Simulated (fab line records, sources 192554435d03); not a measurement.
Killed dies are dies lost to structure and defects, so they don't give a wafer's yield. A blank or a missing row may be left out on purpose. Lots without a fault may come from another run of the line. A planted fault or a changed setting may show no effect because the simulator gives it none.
fab line records | flow n5_finfet
record lots=6 wafers=18 last_day=15
route steps=1938 shown HKMG_FIN@454 GATE_CUT@465 PASSIVATION@1936
lots that met no fault: from a run of the same line without faults
start_h: hours from the record's first day to the start of the lot's first wafer shown | wait_h: hours since the lot's step before | " the same as in the row above | L1.1+2: a row that stands for several wafers | - no value, or no start given | * or withheld: withheld | < > ~ a bound
route shown NAME@n: a module of which the file shows steps, and the number in the route of the first | usual: mean/standard deviation of fault-free wafers | same: alike in all rows | chamber/n: place in a boat | sites: the reading at each site | _std_site: their standard deviation | _edge_site: outer sites' mean less inner sites' | radius_mm: how far each site lies from the wafer's centre | mask NAME#n: copy n | behind: the tool/chamber that last shaped the wafer | hold: why the lot was held/for how many hours/how that ended | device: the transistor (n, p or np) that didn't switch | end of line: the same wafers' tests at the end of the route | a step without rows: its recipe alone | killed: dies lost to structure and defects at the first sort, not the wafer's yield | map: a wafer's dies, x killed, . not, _ none there
set.NAME: the setting as run; set.NAME@STEP: as run at that earlier step | model.NAME: the simulator's own value behind a step, which no gauge read
lots at some steps of the route; a table a step, a row a wafer
services: from which hour (start_h, from the record's first day; less than 0 if before it) a tool's chamber was out of use, for how many hours, and why
## steps
# step N5_HKMG_FIN_ETCHBACK_68
# recipe chemistry=Cl2/Ar stop_on=HfO2 target_depth_a=5 pressure_mtorr=10 icp_w=600 bias_w=60 Cl2_flow_sccm=40 Ar_flow_sccm=60
# usual drypump_motor_current_A=5.5/0.41 oes_product_au=0.78/0.066 rf_fwd_power_W=597.8/2 throttle_valve_pct=20.80/0.16
# columns lot.wafer tool chamber start_h wait_h drypump_motor_current_A oes_product_au rf_fwd_power_W rf_hours_counter_h throttle_valve_pct
L148.1 rie_metal-01 0 92.70 0.0 5.9 0.80 598.5 29 20.44
L148.3 " 0 " " 5.9 0.82 600.9 - 20.45
L148.4 " 1 " " 5.2 0.58 600.4 - 21.10
L149.3 rie_metal-03 0 93.69 0.1 5.2 0.88 598.8 - 20.88
L149.4 " 1 " " 5.7 0.79 596.1 - 20.85
L149.6 " 1 " " 5.7 0.79 593.1 - 20.85
L150.3 rie_metal-02 1 102.82 0.1 5.1 0.77 597.4 - 20.71
L150.4 " 0 " " 6.2 0.75 593.5 - 20.94
L150.5 " 1 " " 5.2 0.77 599.6 - 20.72
L154.3 rie_metal-03 1 134.49 0.1 5.6 0.78 596.5 - 20.85
L154.4 " 0 " " 5.2 0.85 600.2 - 20.91
L154.5 " 0 " " 5.2 0.86 597.5 - 20.89
L160.2 rie_metal-02 1 160.56 0.0 5.1 0.75 598.4 43 20.73
L160.4 " 1 " " 5.1 0.75 600.5 - 20.73
L160.5 " 1 " " 5.1 0.75 597.6 - 20.73
L161.1 rie_metal-02 0 167.52 0.0 6.2 0.75 598.3 61 20.95
L161.3 " 1 " " 5.2 0.75 598.1 - 20.74
L161.4 " 0 " " 6.2 0.74 597.5 - 20.93
# step N5_HKMG_FIN_STRIP_69
# recipe chemistry=N2/H2 power_w=2500 temp_c=300 h2_frac=0.65 time_s=360 pressure_mtorr=withheld n2_flow_sccm=1750 h2_flow_sccm=3250
# usual drypump_motor_current_A=5.4/0.39 heater_power_w=442/15
# columns lot.wafer tool chamber start_h wait_h drypump_motor_current_A heater_power_w rf_hours_counter_h
L148.1 plasma_asher-01 1 92.84 0.1 4.9 435 43
L148.3 " 0 " " 5.8 432 -
L148.4 " 1 " " 4.9 423 -
L149.3 plasma_asher-01 0 93.91 0.2 5.8 428 -
L149.4 " 1 " " 4.9 424 -
L149.6 " 0 " " 5.8 428 -
L150.3 plasma_asher-02 1 103.04 0.2 5.8 445 -
L150.4 " 0 " " 5.1 462 -
L150.5 " 1 " " 5.8 432 -
L154.3 plasma_asher-01 1 134.71 0.2 4.9 436 -
L154.4 " 0 " " 5.8 429 -
L154.5 " 0 " " 5.8 439 -
L160.2 plasma_asher-01 1 160.70 0.1 4.9 426 56
L160.4 " 1 " " 4.9 422 -
L160.5 " 0 " " 5.8 427 -
L161.1 plasma_asher-02 0 167.67 0.1 5.1 469 107
L161.3 " 0 " " 5.1 465 -
L161.4 " 1 " " 5.8 435 -
# step N5_HKMG_FIN_ALD_21
# recipe material=TiN target_thk_a=15 temp_c=400 ald_precursor_family=TiCl4 ald_co_reactant=NH3 pulse_time_s=1 purge_time_s=3 co_reactant_purge_time_s=2 co_reactant_pulse_time_s=2 ald_cycles=68 pressure_torr=3
# usual heater_power_w=915/76 precursor_pulse_height_rel=1.001/0.022
# columns lot.wafer tool chamber start_h wait_h heater_power_w precursor_pulse_height_rel
L148.1 ald_metal-03 3 93.23 0.3 994 0.988
L148.3 " 2 " " 814 0.998
L148.4 " 1 " " 843 0.978
L149.3 ald_metal-02 1 94.17 0.1 938 1.025
L149.4 " 0 " " 880 1.003
L149.6 " 3 " " 876 0.967
L150.3 ald_metal-02 0 103.30 0.1 887 0.981
L150.4 " 2 " " 928 1.010
L150.5 " 1 " " 914 1.019
L154.3 ald_metal-02 1 134.98 0.2 925 1.019
L154.4 " 3 " " 858 1.010
L154.5 " 0 " " 886 1.004
L160.2 ald_metal-01 0 161.09 0.3 1027 0.977
L160.4 " 3 " " 894 0.990
L160.5 " 3 " " 912 1.031
L161.1 ald_metal-01 1 168.05 0.3 1052 1.003
L161.3 " 3 " " 884 1.031
L161.4 " 0 " " 1026 1.008
# step N5_HKMG_FIN_ALD_72
# recipe material=W target_thk_a=20 temp_c=300 pressure_torr=7.5 ald_precursor_family=WF6 ald_co_reactant=B2H6 pulse_time_s=1 purge_time_s=2 co_reactant_purge_time_s=2 co_reactant_pulse_time_s=3 ald_cycles=7
# step N5_HKMG_FIN_W_FILL_22
# recipe material=W target_thk_a=600 temp_c=400 pressure_torr=39.4 time_s=18.2
# step N5_HKMG_FIN_PRECLEAN_83
# recipe chemistry=DIW time_s=57.5 temp_c=23
# step N5_HKMG_FIN_SRD_84
# recipe dry_time_s=32 dry=n2_spin spin_rpm=1500
# step N5_HKMG_FIN_CMP_23
# recipe stop_on=SiNx t_overpolish_s=10 post_cmp_clean=rinse_only down_force_psi=4 platen_rpm=50.289 pad_velocity_m_s=1.0006 target_thk_nm=46.326
# usual motor_current_A=12.3/1 overpolish_run_s=9.98/0.21 platen_rpm=50.29/0.036 retaining_ring_pressure_frac=1.000/0.0051 time_to_endpoint_s=12/3.2
# columns lot.wafer tool chamber start_h wait_h motor_current_A overpolish_run_s platen_rpm retaining_ring_pressure_frac time_to_endpoint_s
L148.3 cmp-02 2 93.84 0.1 12.1 9.99 50.32 1.001 12
L148.1 " 3 " " 12.1 10.00 50.31 1.003 10
L148.4 " 0 " " 11.9 10.00 50.28 1.002 9
L149.3 cmp-03 3 94.70 0.0 11.8 10.01 50.35 0.999 13
L149.4 " 1 " " 14.6 10.01 50.28 1.006 11
L149.6 " 0 " " 12.3 10.00 50.30 1.010 14
L150.4 cmp-02 0 103.90 0.1 12.8 10.00 50.36 1.010 8
L150.3 " 2 " " 11.8 9.99 50.28 0.993 12
L150.5 " 0 " " 12.9 9.99 50.28 1.006 10
L154.3 cmp-03 2 135.59 0.1 10.8 10.01 50.27 1.001 10
L154.4 " 0 " " 12.7 9.21 50.33 0.989 19
L154.5 " 2 " " 10.7 10.00 50.31 1.000 12
L160.4 cmp-02 3 161.62 0.0 12.1 10.01 50.26 1.000 8
L160.2 " 1 " " 13.1 10.00 50.25 0.994 15
L160.5 " 0 " " 12.2 10.00 50.28 0.997 8
L161.1 cmp-03 1 168.58 0.0 14.1 9.98 50.30 1.001 10
L161.3 " 2 " " 11.2 10.01 50.28 1.000 7
L161.4 " 3 " " 11.7 10.00 50.24 1.004 8
# step N5_HKMG_FIN_CMP_94
# recipe stop_on=SiNx post_cmp_clean=w_dilute_nh4oh t_overpolish_s=4.7 down_force_psi=4 platen_rpm=50.289 pad_velocity_m_s=1.0006 target_thk_nm=43.299
# step N5_HKMG_FIN_INSPECT_28
# recipe inspect_instrument=darkfield mode=post_cmp
# usual raw_defect_count=39/17
# columns lot.wafer tool chamber start_h wait_h raw_defect_count
L148.1 defect_inspect-02 - 94.47 0.0 32
L148.3 " - " " 12
L148.4 " - " " 19
L149.3 defect_inspect-01 - 95.41 0.0 31
L149.4 " - " " 31
L149.6 " - " " 35
L150.3 defect_inspect-01 - 104.61 0.0 22
L150.4 " - " " 41
L150.5 " - " " 28
L154.3 defect_inspect-02 - 136.23 0.0 23
L154.4 " - " " 31
L154.5 " - " " 22
L160.2 defect_inspect-01 - 162.33 0.0 54
L160.4 " - " " 112
L160.5 " - " " 53
L161.1 defect_inspect-01 - 169.29 0.0 37
L161.3 " - " " 53
L161.4 " - " " 58
# step N5_GATE_CUT_ETCHBACK_00
# recipe chemistry=SF6/Cl2 target=W pressure_mtorr=8 icp_w=900 bias_w=80 SF6_flow_sccm=40 Cl2_flow_sccm=60
# usual drypump_motor_current_A=5.6/0.41 oes_product_au=0.79/0.078 rf_fwd_power_W=896.4/2.7 throttle_valve_pct=27.38/0.2
# columns lot.wafer tool chamber start_h wait_h drypump_motor_current_A oes_product_au rf_fwd_power_W rf_hours_counter_h throttle_valve_pct
L148.1 rie_metal-03 0 94.51 0.0 5.2 0.93 893.5 3 27.37
L148.3 " 0 " " 5.2 0.94 894.8 - 27.38
L148.4 " 1 " " 5.7 0.78 895.8 - 27.45
L149.3 rie_metal-01 0 95.49 0.1 5.9 0.82 899.4 - 27.20
L149.4 " 1 " " 5.2 0.60 895.9 - 27.76
L149.6 " 1 " " 5.2 0.59 899.0 - 27.76
L150.3 rie_metal-01 0 104.69 0.1 5.9 0.81 896.1 - 27.21
L150.4 " 1 " " 5.2 0.59 901.4 - 27.78
L150.5 " 1 " " 5.2 0.59 899.1 - 27.76
L154.3 rie_metal-01 0 136.34 0.1 5.9 0.80 893.7 - 27.22
L154.4 " 0 " " 5.9 0.79 894.3 - 27.22
L154.5 " 0 " " 5.9 0.80 894.1 - 27.22
L160.2 rie_metal-02 1 162.36 0.0 5.2 0.77 900.5 43 27.17
L160.4 " 0 " " 6.2 0.75 894.9 - 27.67
L160.5 " 0 " " 6.2 0.74 892.5 - 27.67
L161.1 rie_metal-02 0 169.33 0.0 6.2 0.75 897.7 61 27.67
L161.3 " 1 " " 5.1 0.78 896.5 - 27.16
L161.4 " 0 " " 6.2 0.74 894.1 - 27.67
# step N5_GATE_CUT_ETCH_56
# recipe chemistry=Cl2/Ar target=TiN target_depth_a=216 pressure_mtorr=10 icp_w=600 bias_w=60 Cl2_flow_sccm=40 Ar_flow_sccm=60
# usual drypump_motor_current_A=5.6/0.41 mfc_cl2_sccm=39.99/0.13 oes_product_au=0.78/0.07 rf_fwd_power_W=596.8/2.2 throttle_valve_pct=20.76/0.2
# columns lot.wafer tool chamber start_h wait_h drypump_motor_current_A mfc_cl2_sccm oes_product_au rf_fwd_power_W rf_hours_counter_h throttle_valve_pct
L148.1 rie_metal-03 0 94.63 0.1 5.2 40.14 0.89 599.0 3 20.90
L148.3 " 0 " " 5.2 39.95 0.89 597.4 - 20.90
L148.4 " 1 " " 5.7 40.06 0.80 595.5 - 20.83
L149.3 rie_metal-01 0 95.60 0.1 5.9 39.71 0.82 596.6 - 20.44
L149.4 " 1 " " 5.2 39.81 0.58 599.3 - 21.10
L149.6 " 1 " " 5.2 39.70 0.58 595.8 - 21.09
L150.3 rie_metal-01 0 104.80 0.1 5.9 36.13 0.80 597.7 - 19.96
L150.4 " 1 " " 5.2 36.03 0.58 594.5 - 20.62
L150.5 " 1 " " 5.2 36.17 0.58 600.3 - 20.61
L154.3 rie_metal-01 0 136.56 0.2 5.9 36.16 0.80 596.7 - 19.94
L154.4 " 0 " " 5.9 35.83 0.79 598.5 - 19.96
L154.5 " 0 " " 5.9 35.94 0.79 596.4 - 19.98
L160.2 rie_metal-02 1 162.48 0.1 5.2 39.94 0.75 599.2 44 20.73
L160.4 " 0 " " 6.2 40.10 0.76 593.4 - 20.92
L160.5 " 0 " " 6.2 40.00 0.76 594.2 - 20.92
L161.1 rie_metal-02 0 169.45 0.1 6.2 40.00 0.77 596.4 61 20.90
L161.3 " 1 " " 5.2 39.97 0.75 597.6 - 20.74
L161.4 " 0 " " 6.2 39.95 0.76 599.2 - 20.92
# step N5_GATE_CUT_ETCHBACK_30
# recipe chemistry=Cl2/Ar target=TiN target_depth_a=30 mode=isotropic pressure_mtorr=10 icp_w=600 bias_w=60 Cl2_flow_sccm=40 Ar_flow_sccm=60
# step N5_PASSIVATION_PROBE_49
# usual killed_at_M0_to_M3=35/11 killed_at_M4_up=13/5.7 killed_at_contacts=12/5.7 killed_at_front_end=40/11 killed_at_other=4/4.4 killed_dies=105/18 killed_on_rim=14/3.9 killed_open=68/14 killed_short=34/7.4
# same gross_dies=1180 killed_at_back_side=0
# columns lot.wafer tool chamber start_h wait_h killed_at_M0_to_M3 killed_at_M4_up killed_at_contacts killed_at_front_end killed_at_other killed_dies killed_on_rim killed_open killed_short
L149.3 prober-01 - 268.84 0.1 51 13 9 48 1 122 15 83 37
L149.4 prober-01 - 268.89 0.2 40 24 16 52 3 135 24 99 35
L149.6 prober-01 - 268.99 0.3 56 12 4 48 6 126 12 86 38
L150.3 prober-01 - 282.24 0.1 31 14 15 42 0 102 8 70 31
L150.4 prober-01 - 282.29 0.2 34 15 18 38 9 114 14 77 29
L150.5 prober-01 - 282.34 0.2 25 15 14 56 3 113 19 71 36
L148.1 prober-01 - 282.66 0.0 62 5 8 28 5 108 13 71 30
L148.3 prober-01 - 282.76 0.1 36 11 10 46 7 110 17 59 39
L148.4 prober-01 - 282.81 0.2 52 10 24 30 5 121 17 74 46
L154.3 prober-02 - 312.76 0.1 23 14 18 34 82 171 15 64 26
L154.4 prober-02 - 312.81 0.2 43 9 19 30 0 101 12 62 36
L154.5 prober-02 - 312.86 0.2 38 13 19 38 63 171 23 71 40
L161.1 prober-02 - 345.56 0.0 45 25 20 29 3 122 13 82 36
L161.3 prober-02 - 345.66 0.1 45 23 7 37 1 113 16 76 37
L161.4 prober-02 - 345.71 0.2 34 8 13 28 8 91 15 50 38
L160.2 prober-02 - 356.22 0.1 66 24 13 22 3 128 19 84 43
L160.4 prober-02 - 356.32 0.2 43 12 14 33 2 104 11 68 33
L160.5 prober-02 - 356.37 0.2 32 11 12 27 5 87 11 58 29
# killed by level:class
L149.3 STI_FIN_REVEAL:geometric_particle:open=16 BEOL_M1:geometric_particle:open=16 BEOL_M0_SAQP:geometric_particle:short=9 DUMMY_GATE:geometric_particle:open=7 BEOL_M2:geometric_particle:open=7 FIN_SAQP:geometric_particle:short=6 BEOL_M4:geometric_particle:open=6 BEOL_M0_SAQP:geometric_particle:open=6
L149.4 STI_FIN_REVEAL:geometric_particle:open=15 FIN_SAQP:geometric_particle:open=14 MOL_CONTACT_COAG:geometric_particle:open=14 BEOL_M4:geometric_particle:open=13 BEOL_M3:geometric_particle:open=12 BEOL_M0_SAQP:geometric_particle:short=11 BEOL_M0_SAQP:geometric_particle:open=8 STARTING-WAFER:geometric_particle:short=7
L149.6 BEOL_M3:geometric_particle:open=22 STI_FIN_REVEAL:geometric_particle:open=15 BEOL_M0_SAQP:geometric_particle:short=14 FIN_SAQP:geometric_particle:open=10 BEOL_M0_SAQP:geometric_particle:open=9 BEOL_M4:geometric_particle:open=7 DUMMY_GATE:geometric_particle:open=5 GATE_CUT:geometric_particle:short=4
L150.3 STI_FIN_REVEAL:geometric_particle:open=15 MOL_CONTACT_COAG:geometric_particle:open=13 DUMMY_GATE:geometric_particle:open=7 BEOL_M0_SAQP:geometric_particle:open=6 BEOL_M1:geometric_particle:open=6 STARTING-WAFER:geometric_particle:short=6 BEOL_M0_SAQP:geometric_particle:short=5 BEOL_M2:geometric_particle:open=5
L150.4 MOL_CONTACT_COAG:geometric_particle:open=15 BEOL_M0_SAQP:geometric_particle:open=10 MIM_TOP_ETCH:area_etch=8 FIN_SAQP:geometric_particle:open=7 STI_FIN_REVEAL:geometric_particle:open=7 BEOL_M4:geometric_particle:open=7 FIN_SAQP:geometric_particle:short=6 BEOL_M3:geometric_particle:open=6
L150.5 STI_FIN_REVEAL:geometric_particle:open=15 MOL_CONTACT_COAG:geometric_particle:open=10 FIN_SAQP:geometric_particle:open=9 FIN_SAQP:geometric_particle:short=7 STI_FIN_REVEAL:geometric_particle:short=6 DUMMY_GATE:geometric_particle:open=6 BEOL_M3:geometric_particle:open=6 BEOL_M1:geometric_particle:open=5
L148.1 BEOL_M3:geometric_particle:open=16 BEOL_M2:geometric_particle:open=11 BEOL_M0_SAQP:geometric_particle:open=9 STI_FIN_REVEAL:geometric_particle:open=8 BEOL_M0_SAQP:geometric_particle:short=8 BEOL_M1:geometric_particle:open=8 MOL_CONTACT_COAG:geometric_particle:open=6 FIN_SAQP:geometric_particle:open=5
L148.3 FIN_SAQP:geometric_particle:open=10 MOL_CONTACT_COAG:geometric_particle:open=9 BEOL_M2:geometric_particle:open=6 BEOL_M0_SAQP:geometric_particle:short=6 BEOL_M0_SAQP:geometric_particle:open=6 BEOL_M3:geometric_particle:short=6 GATE_CUT:geometric_particle:short=5 FIN_SAQP:geometric_particle:short=4
L148.4 MOL_CONTACT_COAG:geometric_particle:open=20 BEOL_M2:geometric_particle:open=14 BEOL_M0_SAQP:geometric_particle:short=13 BEOL_M3:geometric_particle:open=10 FIN_SAQP:geometric_particle:short=6 BEOL_M1:geometric_particle:short=5 FIN_SAQP:geometric_particle:open=4 STI_FIN_REVEAL:geometric_particle:short=4
L154.3 PASSIVATION:area_etch=80 MOL_CONTACT_COAG:geometric_particle:open=15 FIN_SAQP:geometric_particle:open=7 STI_FIN_REVEAL:geometric_particle:open=6 BEOL_M1:geometric_particle:open=6 BEOL_M2:geometric_particle:open=5 GATE_CUT:geometric_particle:short=4 BEOL_M4:geometric_particle:open=4
L154.4 MOL_CONTACT_COAG:geometric_particle:open=14 BEOL_M1:geometric_particle:open=9 DUMMY_GATE:geometric_particle:open=8 BEOL_M1:geometric_particle:short=8 BEOL_M3:geometric_particle:open=7 BEOL_M2:geometric_particle:open=6 MOL_CONTACT_COAG:geometric_particle:short=5 BEOL_M0:geometric_particle:open=4
L154.5 PASSIVATION:area_etch=58 MOL_CONTACT_COAG:geometric_particle:open=17 DUMMY_GATE:geometric_particle:open=9 FIN_SAQP:geometric_particle:short=8 BEOL_M0_SAQP:geometric_particle:open=8 BEOL_M1:geometric_particle:short=6 GATE_CUT:geometric_particle:short=5 BEOL_M1:geometric_particle:open=5
L161.1 MOL_CONTACT_COAG:geometric_particle:open=18 BEOL_M4:geometric_particle:open=12 BEOL_M0_SAQP:geometric_particle:open=12 BEOL_M0_SAQP:geometric_particle:short=10 BEOL_M1:geometric_particle:open=8 STI_FIN_REVEAL:geometric_particle:open=5 FIN_SAQP:geometric_particle:open=4 STARTING-WAFER:geometric_particle:short=4
L161.3 STI_FIN_REVEAL:geometric_particle:open=13 BEOL_M0_SAQP:geometric_particle:open=11 BEOL_M0_SAQP:geometric_particle:short=9 BEOL_M2:geometric_particle:open=8 GATE_CUT:geometric_particle:short=7 BEOL_M4:geometric_particle:open=7 MOL_CONTACT_COAG:geometric_particle:open=6 BEOL_M1:geometric_particle:open=5
L161.4 BEOL_M0_SAQP:geometric_particle:short=12 MOL_CONTACT_COAG:geometric_particle:open=9 BEOL_M0_SAQP:geometric_particle:open=6 BEOL_M1:geometric_particle:open=5 BEOL_M2:geometric_particle:open=5 STI_FIN_REVEAL:geometric_particle:open=4 DUMMY_GATE:geometric_particle:open=4 MOL_CONTACT_COAG:geometric_particle:short=4
L160.2 BEOL_M0_SAQP:geometric_particle:short=13 BEOL_M0_SAQP:geometric_particle:open=11 BEOL_M1:geometric_particle:open=11 MOL_CONTACT_COAG:geometric_particle:open=10 BEOL_M3:geometric_particle:open=9 BEOL_M4:geometric_particle:open=8 STI_FIN_REVEAL:geometric_particle:open=7 BEOL_M3:geometric_particle:short=7
L160.4 BEOL_M0_SAQP:geometric_particle:short=12 FIN_SAQP:geometric_particle:open=11 MOL_CONTACT_COAG:geometric_particle:open=9 BEOL_M0_SAQP:geometric_particle:open=9 BEOL_M3:geometric_particle:open=7 BEOL_M1:geometric_particle:open=6 STI_FIN_REVEAL:geometric_particle:open=5 MOL_CONTACT_COAG:geometric_particle:short=4
L160.5 BEOL_M0_SAQP:geometric_particle:short=11 FIN_SAQP:geometric_particle:open=7 GATE_CUT:geometric_particle:open=6 MOL_CONTACT_COAG:geometric_particle:open=6 MOL_CONTACT_COAG:geometric_particle:short=6 BEOL_M0_SAQP:geometric_particle:open=5 BEOL_M2:geometric_particle:open=5 GATE_CUT:geometric_particle:short=4
## services
# columns tool chamber start_h hours kind
plasma_asher-01 - 96.63 1.2 repair
rie_metal-03 - 110.67 0.5 repair
ald_metal-02 2 126.78 24.6 repair
rie_metal-01 1 130.78 - clean
rie_metal-01 1 130.78 18.5 scheduled_down
rie_metal-01 1 130.78 18.5 vent_cycle
cmp-03 - 134.08 1.0 repair
rie_metal-02 0 134.83 3.9 repair
ald_metal-03 - 138.52 8.7 pm
ald_metal-03 3 164.97 2.0 repair
rie_metal-03 - 169.47 2.0 repair
## key
first_sign step=N5_GATE_CUT_ETCH_56 reading=mfc_cl2_sccm direction=down sigmas=30 usual=39.99 struck=36.04
effect step=N5_GATE_CUT_ETCH_56 reading=throttle_valve_pct direction=down sigmas=2.9 usual=* struck=*
met_at N5_GATE_CUT_ETCH_56
struck_wafers L150.3,L150.4,L150.5,L154.3,L154.4,L154.5
tester_left_out L150,L154
baseline_loss step=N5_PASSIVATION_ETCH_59 wafers=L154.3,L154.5
onset_between 95.60 104.80
fault kind=process_parameter_drift tool=rie_metal-01 chamber=- onset_h=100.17 steps=N5_GATE_CUT_ETCH_56 channel=Cl2_flow_sccm offset=-3.9327 shape=step end_h=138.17 acts_in=these_recipes_only stated=40
# tester_left_out: of these lots the tester's yield and bins aren't shown, on N5 and GAA mostly nor the transistor test; their killed dies are dies lost to structure and defects alone, not to doping, threshold or leakage, so they don't give the yield
# baseline_loss: these wafers lose ten dies or more at that step, a loss of the line's own and not of a fault; the sort's usual values leave them out
